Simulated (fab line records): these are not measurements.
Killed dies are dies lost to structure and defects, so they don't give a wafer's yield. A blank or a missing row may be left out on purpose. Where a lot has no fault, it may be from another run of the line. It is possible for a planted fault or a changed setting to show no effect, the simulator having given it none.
Which tool was responsible? | flow nand_harc | 23 lots with 69 wafers sampled at 5 steps, on a route of 1159 steps

== WHAT EACH GAUGE READ, for each wafer ==
NHARC_A_SGD_CUT_OVL_MEAS_10. Usual: overlay_x_nm 0.1 nm, standard deviation 0.85; overlay_y_nm -0.1 nm, standard deviation 0.88.
lot  | measured     | on         | overlay_x_nm (nm) | overlay_y_nm (nm) | flag
L074 | day 13 03:50 | overlay-02 | -1.1 -0.7 -0.9    | 0.2 -0.3 0.1      |
L076 | day 14 08:12 | overlay-02 | 1.0 1.0 0.6       | -1.6 -1.5 -1.5    |
L075 | day 14 08:37 | overlay-02 | -0.4 -0.4 -0.1    | 1.1 0.5 1.4       |
L077 | day 14 08:46 | overlay-01 | -0.2 -0.6 0.2     | -0.3 -0.3 0.1     |
L078 | day 14 20:57 | overlay-02 | 0.5 0.2 0.3       | -0.2 -0.2 0.0     |
L079 | day 14 21:17 | overlay-01 | -0.4 0.1 0.0      | -0.8 0.0 0.1      |
L081 | day 15 15:08 | overlay-02 | 0.0 -0.4 -1.0     | 0.4 0.2 0.3       |
L080 | day 15 14:56 | overlay-01 | 0.1 0.6 0.1       | 0.0 -0.1 -0.2     |
L082 | day 16 10:18 | overlay-01 | 0.5 0.8 0.4       | -1.1 -1.3 -1.5    |
L083 | day 16 10:35 | overlay-01 | 1.6 1.5 1.4       | 0.1 0.4 0.3       |
L084 | day 16 09:18 | overlay-02 | 0.7 0.7 0.6       | -0.1 0.2 -0.3     |
L085 | day 16 18:43 | overlay-02 | 0.3 0.6 -0.4      | 0.1 0.5 0.0       |
L088 | day 17 06:44 | overlay-02 | -0.6 -0.1 -0.3    | -1.6 -2.1 -1.8    |
L087 | day 17 06:55 | overlay-02 | -0.4 -0.7 -1.2    | 1.8 1.0 1.7       |
L086 | day 17 06:24 | overlay-01 | -0.4 -0.1 -0.5    | -0.5 -0.2 -0.2    |
L092 | day 17 18:00 | overlay-02 | -2.1 -2.0 -2.4    | -1.3 -1.1 -1.4    |
L090 | day 17 17:28 | overlay-02 | -0.2 -0.5 -0.2    | -1.6 -1.4 -1.6    |
L089 | day 17 17:51 | overlay-02 | -0.4 -0.6 -0.2    | -1.1 -1.4 -0.6    |
L093 | day 18 23:17 | overlay-02 | 1.1 1.1 0.8       | 1.0 0.5 1.1       |
L094 | day 19 00:40 | overlay-02 | 1.1 1.1 0.9       | 1.0 0.4 0.7       |
L095 | day 18 23:41 | overlay-01 | 0.7 0.5 0.6       | 0.8 0.4 0.1       |
L097 | day 19 12:08 | overlay-02 | 1.0 0.5 0.8       | 0.6 0.4 0.8       |
L096 | day 19 20:47 | overlay-02 | 1.0 1.0 0.7       | 1.5 1.2 1.0       |

== TOOL THAT RAN EACH LOT (tool first, then ch and the chambers of the sampled wafers, then the start) ==
lot  | NHARC_A_STAIRCASE_HM_OPEN_460                 | NHARC_A_STAIRCASE_STRIP_476        | NHARC_A_STAIRCASE_STRIP_446          | NHARC_A_STAIRCASE_STRIP_475
L074 | rie_diel-10 ch 0,2, day 11 09:21 or earlier   | rie_diel-09 ch 0,1,2, day 11 09:21 | plasma_asher-02 ch 0,1, day 13 00:07 | rie_diel-01 ch 0,2,3, day 13 03:50 or earlier
L076 | rie_diel-10 ch 0,1, day 12 09:05 or earlier   | rie_diel-10 ch 2,3, day 12 09:05   | plasma_asher-02 ch 1, day 14 04:41   | rie_diel-10 ch 0,2,3, day 14 08:12 or earlier
L075 | rie_diel-10 ch 2,3, day 12 10:25 or earlier   | rie_diel-01 ch 0,1,2, day 12 10:25 | plasma_asher-01 ch 0, day 14 04:46   | rie_diel-10 ch 0,1,3, day 14 08:37 or earlier
L077 | rie_diel-01 ch 0,2,3, day 12 13:32 or earlier | rie_diel-09 ch 0,1,2, day 12 13:32 | plasma_asher-02 ch 0,1, day 14 05:02 | rie_diel-09 ch 0,1, day 14 08:46 or earlier
L078 | rie_diel-01 ch 0,1,3, day 13 02:37 or earlier | rie_diel-09 ch 2,3, day 13 02:37   | plasma_asher-02 ch 0,1, day 14 17:29 | rie_diel-10 ch 1,2,3, day 14 20:57 or earlier
L079 | rie_diel-10 ch 0,2,3, day 13 04:19 or earlier | rie_diel-01 ch 0,2,3, day 13 04:19 | plasma_asher-01 ch 0,1, day 14 17:47 | rie_diel-01 ch 0,2,3, day 14 21:17 or earlier
L081 | rie_diel-01 ch 0,1,2, day 13 18:55 or earlier | rie_diel-01 ch 1,2,3, day 13 18:55 | plasma_asher-02 ch 0,1, day 15 11:39 | rie_diel-10 ch 2,3, day 15 15:08 or earlier
L080 | rie_diel-09 ch 0,1, day 13 21:16 or earlier   | rie_diel-01 ch 0,1,2, day 13 21:16 | plasma_asher-01 ch 0,1, day 15 11:27 | rie_diel-09 ch 1,3, day 15 14:56 or earlier
L082 | rie_diel-01 ch 0,1, day 14 09:05 or earlier   | rie_diel-10 ch 0,1,2, day 14 09:05 | plasma_asher-01 ch 0,1, day 16 06:35 | rie_diel-10 ch 0,1,3, day 16 10:18 or earlier
L083 | rie_diel-10 ch 0,1,3, day 14 15:04 or earlier | rie_diel-01 ch 0,1,2, day 14 15:04 | plasma_asher-01 ch 0,1, day 16 07:17 | rie_diel-10 ch 0,3, day 16 10:35 or earlier
L084 | rie_diel-09 ch 0,2,3, day 14 15:11 or earlier | rie_diel-01 ch 0,2,3, day 14 15:11 | plasma_asher-01 ch 0,1, day 16 05:34 | rie_diel-10 ch 0,1,3, day 16 09:18 or earlier
L085 | rie_diel-09 ch 1,2,3, day 15 02:47 or earlier | rie_diel-09 ch 0,1,2, day 15 02:47 | plasma_asher-02 ch 0,1, day 16 15:14 | rie_diel-01 ch 1,2,3, day 16 18:43 or earlier
L088 | rie_diel-10 ch 0,1,3, day 15 11:07 or earlier | rie_diel-01 ch 0,1,2, day 15 11:07 | plasma_asher-02 ch 0, day 17 03:04   | rie_diel-09 ch 2,3, day 17 06:44 or earlier
L087 | rie_diel-10 ch 0,1,2, day 15 12:40 or earlier | rie_diel-09 ch 1,2,3, day 15 12:40 | plasma_asher-01 ch 0,1, day 17 03:20 | rie_diel-01 ch 1,2,3, day 17 06:55 or earlier
L086 | rie_diel-09 ch 0,1,3, day 15 14:50 or earlier | rie_diel-10 ch 1,3, day 15 14:50   | plasma_asher-01 ch 0, day 17 03:02   | rie_diel-01 ch 0,1, day 17 06:24 or earlier
L092 | rie_diel-01 ch 1,2,3, day 15 23:16 or earlier | rie_diel-09 ch 0,1,3, day 15 23:16 | plasma_asher-01 ch 0,1, day 17 14:13 | rie_diel-01 ch 0,1,2, day 17 18:00 or earlier
L090 | rie_diel-01 ch 0,1,2, day 16 03:31 or earlier | rie_diel-10 ch 0,2,3, day 16 03:31 | plasma_asher-02 ch 0,1, day 17 13:58 | rie_diel-09 ch 0,1, day 17 17:28 or earlier
L089 | rie_diel-09 ch 0,2,3, day 16 03:40 or earlier | rie_diel-10 ch 0,1,3, day 16 03:40 | plasma_asher-02 ch 0,1, day 17 14:18 | rie_diel-10 ch 0,3, day 17 17:51 or earlier
L093 | rie_diel-01 ch 1,2, day 17 02:26 or earlier   | rie_diel-01 ch 0,2,3, day 17 02:26 | plasma_asher-01 ch 0,1, day 18 19:52 | rie_diel-10 ch 0,1, day 18 23:17 or earlier
L094 | rie_diel-10 ch 0,1,2, day 17 02:19 or earlier | rie_diel-10 ch 0,1,3, day 17 02:19 | plasma_asher-01 ch 0,1, day 18 21:15 | rie_diel-01 ch 1,2, day 18 23:11
L095 | rie_diel-10 ch 1,2,3, day 17 03:17 or earlier | rie_diel-09 ch 0,2,3, day 17 03:17 | plasma_asher-01 ch 0,1, day 18 20:21 | rie_diel-10 ch 0,2,3, day 18 23:41 or earlier
L097 | rie_diel-01 ch 0,2,3, day 17 13:23 or earlier | rie_diel-09 ch 0,1,2, day 17 13:23 | plasma_asher-02 ch 0,1, day 19 08:23 | rie_diel-09 ch 2,3, day 19 12:08 or earlier
L096 | rie_diel-01 ch 0,1,2, day 18 01:38 or earlier | rie_diel-01 ch 1,2,3, day 18 01:38 | plasma_asher-02 ch 0,1, day 19 17:14 | rie_diel-09 ch 0,1, day 19 20:47 or earlier
- NHARC_A_STAIRCASE_HM_OPEN_460: chemistry O2/COS.
- NHARC_A_STAIRCASE_STRIP_476: strips in O2, time 20 s.
- NHARC_A_STAIRCASE_STRIP_446: strips in O2.
- NHARC_A_STAIRCASE_STRIP_475: strips in O2, time 20 s.

== WHAT THE TOOLS THEMSELVES READ (means of the sampled wafers that have a number; where no wafer has one, the mark that the record gives instead) ==
NHARC_A_STAIRCASE_HM_OPEN_460. Usual: drypump_motor_current_A 5.8 A, standard deviation 0.46; oes_product_au 0.995 a.u., standard deviation 0.014; rf_vpp_V 468.6 V, standard deviation 2.8; showerhead_plenum_p_Torr 3.19 Torr, standard deviation 0.13; throttle_valve_pct 28.329 %, standard deviation 0.0094.
lot  | tool        | drypump_motor_current_A (A) | oes_product_au (a.u.) | rf_vpp_V (V) | showerhead_plenum_p_Torr (Torr) | throttle_valve_pct (%) | flag
L074 | rie_diel-10 | 6.2                         | 0.991                 | 468.0        | 3.18                            | 28.324                 |
L076 | rie_diel-10 | 6.0                         | 0.981                 | 466.7        | 3.12                            | 28.334                 |
L075 | rie_diel-10 | 5.5                         | 1.000                 | 471.9        | 3.35                            | 28.330                 |
L077 | rie_diel-01 | 5.7                         | 0.995                 | 467.3        | 3.13                            | 28.334                 |
L078 | rie_diel-01 | 5.5                         | 1.004                 | 469.3        | 3.23                            | 28.323                 |
L079 | rie_diel-10 | 5.9                         | 0.982                 | 470.8        | 3.26                            | 28.332                 |
L081 | rie_diel-01 | 5.8                         | 1.010                 | 467.5        | 3.12                            | 28.323                 |
L080 | rie_diel-09 | 5.8                         | 0.988                 | 468.2        | 3.16                            | 28.322                 |
L082 | rie_diel-01 | 5.4                         | 1.013                 | 469.5        | 3.23                            | 28.339                 |
L083 | rie_diel-10 | 5.6                         | 0.988                 | 468.5        | 3.19                            | 28.330                 |
L084 | rie_diel-09 | 5.6                         | 0.996                 | 470.1        | 3.26                            | 28.336                 |
L085 | rie_diel-09 | 5.5                         | 0.999                 | 471.0        | 3.25                            | 28.331                 |
L088 | rie_diel-10 | 5.6                         | 0.982                 | 468.0        | 3.19                            | 28.327                 |
L087 | rie_diel-10 | 6.2                         | 0.983                 | 468.6        | 3.19                            | 28.342                 |
L086 | rie_diel-09 | 5.6                         | 0.987                 | 468.4        | 3.20                            | 28.335                 |
L092 | rie_diel-01 | 5.9                         | 0.989                 | 466.4        | 3.11                            | 28.336                 |
L090 | rie_diel-01 | 5.7                         | 0.993                 | 467.4        | 3.11                            | 28.328                 |
L089 | rie_diel-09 | 5.6                         | 0.989                 | 470.0        | 3.26                            | 28.325                 |
L093 | rie_diel-01 | 6.1                         | 0.985                 | 464.5        | 3.00                            | 28.332                 |
L094 | rie_diel-10 | 6.2                         | 1.013                 | 467.7        | 3.19                            | 28.339                 |
L095 | rie_diel-10 | 5.8                         | 1.000                 | 470.5        | 3.27                            | 28.328                 |
L097 | rie_diel-01 | 5.7                         | 1.006                 | 466.5        | 3.11                            | 28.328                 |
L096 | rie_diel-01 | 5.7                         | 0.997                 | 467.7        | 3.10                            | 28.328                 |

NHARC_A_STAIRCASE_STRIP_476. Usual: drypump_motor_current_A 5.7 A, standard deviation 0.44; oes_product_au 0.997 a.u., standard deviation 0.014; rf_vpp_V 58.1 V, standard deviation 0.87; showerhead_plenum_p_Torr 3.62 Torr, standard deviation 0.14; throttle_valve_pct 17.037 %, standard deviation 0.0087.
lot  | tool        | drypump_motor_current_A (A) | oes_product_au (a.u.) | rf_vpp_V (V) | showerhead_plenum_p_Torr (Torr) | throttle_valve_pct (%) | flag
L074 | rie_diel-09 | 5.8                         | 1.001                 | 57.7         | 3.65                            | 17.042                 |
L076 | rie_diel-10 | 6.1                         | 0.994                 | 58.1         | 3.79                            | 17.042                 |
L075 | rie_diel-01 | 5.7                         | 1.001                 | 58.0         | 3.53                            | 17.034                 |
L077 | rie_diel-09 | 5.8                         | 0.984                 | 57.8         | 3.65                            | 17.045                 |
L078 | rie_diel-09 | 5.3                         | 1.011                 | 57.8         | 3.72                            | 17.041                 |
L079 | rie_diel-01 | 5.7                         | 0.998                 | 58.4         | 3.54                            | 17.037                 |
L081 | rie_diel-01 | 5.9                         | 0.993                 | 58.5         | 3.52                            | 17.045                 |
L080 | rie_diel-01 | 5.7                         | 1.009                 | 58.5         | 3.53                            | 17.035                 |
L082 | rie_diel-10 | 6.2                         | 0.997                 | 58.9         | 3.61                            | 17.042                 |
L083 | rie_diel-01 | 5.8                         | 0.995                 | 57.2         | 3.52                            | 17.036                 |
L084 | rie_diel-01 | 5.7                         | 1.004                 | 57.6         | 3.53                            | 17.034                 |
L085 | rie_diel-09 | 5.9                         | 0.985                 | 57.3         | 3.64                            | 17.035                 |
L088 | rie_diel-01 | 5.8                         | 0.996                 | 58.2         | 3.52                            | 17.035                 |
L087 | rie_diel-09 | 5.5                         | 0.996                 | 57.8         | 3.67                            | 17.040                 |
L086 | rie_diel-10 | 5.3                         | 0.985                 | 57.4         | 3.70                            | 17.037                 |
L092 | rie_diel-09 | 5.6                         | 0.990                 | 58.7         | 3.61                            | 17.038                 |
L090 | rie_diel-10 | 5.9                         | 0.990                 | 58.1         | 3.67                            | 17.037                 |
L089 | rie_diel-10 | 5.6                         | 1.002                 | 58.0         | 3.60                            | 17.037                 |
L093 | rie_diel-01 | 5.7                         | 1.006                 | 58.3         | 3.52                            | 17.043                 |
L094 | rie_diel-10 | 5.6                         | 1.002                 | 58.2         | 3.59                            | 17.032                 |
L095 | rie_diel-09 | 5.6                         | 1.000                 | 58.7         | 3.67                            | 17.032                 |
L097 | rie_diel-09 | 5.9                         | 0.995                 | 58.4         | 3.62                            | 17.034                 |
L096 | rie_diel-01 | 5.9                         | 0.995                 | 58.7         | 3.50                            | 17.034                 |

NHARC_A_STAIRCASE_STRIP_446. Usual: drypump_motor_current_A 5.6 A, standard deviation 0.33; heater_power_w 321 W, standard deviation 21.
lot  | tool            | drypump_motor_current_A (A) | heater_power_w (W) | flag
L074 | plasma_asher-02 | 5.4                         | 324                |
L076 | plasma_asher-02 | 5.7                         | 286                |
L075 | plasma_asher-01 | 5.4                         | 353                |
L077 | plasma_asher-02 | 5.5                         | 308                |
L078 | plasma_asher-02 | 5.4                         | 326                |
L079 | plasma_asher-01 | 5.9                         | 327                |
L081 | plasma_asher-02 | 5.4                         | 326                |
L080 | plasma_asher-01 | 5.6                         | 337                |
L082 | plasma_asher-01 | 5.9                         | 325                |
L083 | plasma_asher-01 | 5.8                         | 335                |
L084 | plasma_asher-01 | 5.6                         | 338                |
L085 | plasma_asher-02 | 5.4                         | 307                |
L088 | plasma_asher-02 | 5.3                         | 312                |
L087 | plasma_asher-01 | 5.6                         | 337                |
L086 | plasma_asher-01 | 5.3                         | 348                |
L092 | plasma_asher-01 | 5.9                         | 327                |
L090 | plasma_asher-02 | 5.4                         | 310                |
L089 | plasma_asher-02 | 5.6                         | 303                |
L093 | plasma_asher-01 | 5.9                         | 323                |
L094 | plasma_asher-01 | 5.6                         | 335                |
L095 | plasma_asher-01 | 5.6                         | 335                |
L097 | plasma_asher-02 | 5.5                         | 300                |
L096 | plasma_asher-02 | 5.5                         | 300                |

NHARC_A_STAIRCASE_STRIP_475. Usual: drypump_motor_current_A 5.8 A, standard deviation 0.46; oes_product_au 0.996 a.u., standard deviation 0.014; rf_vpp_V 58.1 V, standard deviation 0.87; showerhead_plenum_p_Torr 3.60 Torr, standard deviation 0.14; throttle_valve_pct 17.036 %, standard deviation 0.0084.
lot  | tool        | drypump_motor_current_A (A) | oes_product_au (a.u.) | rf_vpp_V (V) | showerhead_plenum_p_Torr (Torr) | throttle_valve_pct (%) | flag
L074 | rie_diel-01 | 5.7                         | 0.993                 | 58.1         | 3.54                            | 17.035                 |
L076 | rie_diel-10 | 5.9                         | 0.986                 | 57.8         | 3.68                            | 17.040                 |
L075 | rie_diel-10 | 5.6                         | 0.991                 | 57.5         | 3.61                            | 17.030                 |
L077 | rie_diel-09 | 5.9                         | 0.988                 | 58.7         | 3.58                            | 17.023                 |
L078 | rie_diel-10 | 5.8                         | 0.990                 | 59.1         | 3.70                            | 17.042                 |
L079 | rie_diel-01 | 5.7                         | 1.007                 | 57.9         | 3.53                            | 17.038                 |
L081 | rie_diel-10 | 6.1                         | 0.994                 | 58.3         | 3.77                            | 17.036                 |
L080 | rie_diel-09 | 5.6                         | 0.995                 | 58.4         | 3.59                            | 17.034                 |
L082 | rie_diel-10 | 5.6                         | 0.999                 | 58.9         | 3.60                            | 17.045                 |
L083 | rie_diel-10 | 5.3                         | 0.999                 | 58.1         | 3.67                            | 17.036                 |
L084 | rie_diel-10 | 5.6                         | 1.002                 | 57.6         | 3.60                            | 17.035                 |
L085 | rie_diel-01 | 5.9                         | 0.996                 | 58.1         | 3.51                            | 17.038                 |
L088 | rie_diel-09 | 5.5                         | 1.003                 | 58.5         | 3.73                            | 17.032                 |
L087 | rie_diel-01 | 5.9                         | 0.990                 | 58.4         | 3.51                            | 17.042                 |
L086 | rie_diel-01 | 5.5                         | 0.996                 | 57.5         | 3.62                            | 17.042                 |
L092 | rie_diel-01 | 5.7                         | 0.991                 | 57.4         | 3.51                            | 17.043                 |
L090 | rie_diel-09 | 5.9                         | 0.982                 | 57.5         | 3.57                            | 17.034                 |
L089 | rie_diel-10 | 5.7                         | 0.999                 | 59.0         | 3.57                            | 17.039                 |
L093 | rie_diel-10 | 6.0                         | 1.002                 | 57.4         | 3.49                            | 17.036                 |
L094 | rie_diel-01 | 6.0                         | 0.992                 | 57.4         | 3.49                            | 17.032                 |
L095 | rie_diel-10 | 5.9                         | 0.991                 | 57.2         | 3.66                            | 17.045                 |
L097 | rie_diel-09 | 5.3                         | 0.998                 | 58.3         | 3.69                            | 17.047                 |
L096 | rie_diel-09 | 5.8                         | 0.985                 | 58.6         | 3.55                            | 17.036                 |

== THE ANSWER, worked out from the rows above alone ==
Rule: take the mean of a lot's wafers that have a number; if it is more than 3 standard deviations from the usual mean, the lot is off. Also off: a lot with no number at a reading for which 4 or more lots have one. Any other lot the step has rows for is counted as sound. First the gauges in route order, then the tools' own readings, where a lot's mean is used as printed above. The first step at which some lot is off is used, and at that step the reading that is off furthest; a lot without a number counts as furthest.
None of the lots is off at any reading shown; this tells nothing.

== WHAT THE SIMULATOR HAD INSERTED ==
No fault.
